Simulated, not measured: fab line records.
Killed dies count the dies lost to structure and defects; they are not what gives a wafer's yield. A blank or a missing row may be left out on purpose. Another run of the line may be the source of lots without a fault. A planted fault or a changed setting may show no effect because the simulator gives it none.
Chamber matching :: flow nand_harc :: ald_metal-02 running NHARC_A_WL_FILL_ALD_02: 4 sister chambers
The step deposits TiN, target thk 2 nm, pulse time 3 s, ald cycles 100. 7 wafers are shown with their chamber, then 9 later ones without.

EACH WAFER AND ITS CHAMBER
wafer: L081.1
chamber: 3
heater_power_w (W): 975
precursor_pulse_height_rel: 0.996

wafer: L081.6
chamber: 0
heater_power_w (W): 1394
precursor_pulse_height_rel: 0.996

wafer: L085.1
chamber: 2
heater_power_w (W): 1043
precursor_pulse_height_rel: 1.001

wafer: L085.6
chamber: 1
heater_power_w (W): 1137
precursor_pulse_height_rel: 1.003

wafer: L088.2
chamber: 2
heater_power_w (W): 1037
precursor_pulse_height_rel: 1.021

wafer: L088.3
chamber: 0
heater_power_w (W): 1416
precursor_pulse_height_rel: 0.996

wafer: L088.5
chamber: 1
heater_power_w (W): 1129
precursor_pulse_height_rel: 0.971

WAFERS MISSING THEIR CHAMBER
wafer: L090.2
heater_power_w (W): 1412
precursor_pulse_height_rel: 0.985

wafer: L090.5
heater_power_w (W): 1003
precursor_pulse_height_rel: 0.989

wafer: L090.6
heater_power_w (W): 1027
precursor_pulse_height_rel: 0.993

wafer: L092.2
heater_power_w (W): 1381
precursor_pulse_height_rel: 1.008

wafer: L092.4
heater_power_w (W): 989
precursor_pulse_height_rel: 1.005

wafer: L092.5
heater_power_w (W): 1395
precursor_pulse_height_rel: 0.997

wafer: L097.1
heater_power_w (W): 1000
precursor_pulse_height_rel: 1.019

wafer: L097.3
heater_power_w (W): 997
precursor_pulse_height_rel: 1.005

wafer: L097.5
heater_power_w (W): 1050
precursor_pulse_height_rel: 1.041

THE CHAMBER EACH PASSED THROUGH
wafer: L090.2
from the rows above: 0
in truth: 0

wafer: L090.5
from the rows above: can't be placed: 3 or 2
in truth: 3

wafer: L090.6
from the rows above: 2
in truth: 2

wafer: L092.2
from the rows above: 0
in truth: 0

wafer: L092.4
from the rows above: 3
in truth: 3

wafer: L092.5
from the rows above: 0
in truth: 0

wafer: L097.1
from the rows above: can't be placed: 3 or 2
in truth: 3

wafer: L097.3
from the rows above: 3
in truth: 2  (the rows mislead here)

wafer: L097.5
from the rows above: 2
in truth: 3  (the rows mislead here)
Correct placement for 5 of the 9. From these rows, 2 cannot be placed; in 2 the true chamber is one of the candidates. Number placed wrongly: 2.
How it was worked out, from the rows above alone: a wafer's distance from a chamber is the root of the sum, over the readings, of the square of ((its reading less the chamber's mean) divided by the reading's scatter). The wafer belongs to the nearest chamber; if the next one is less than 2 further off, it can't be placed. A chamber's mean is the mean of its shown wafers. The scatter: the root of (the sum of the squares of (reading less its chamber's mean) over the shown wafers, divided by (wafers less chambers)).
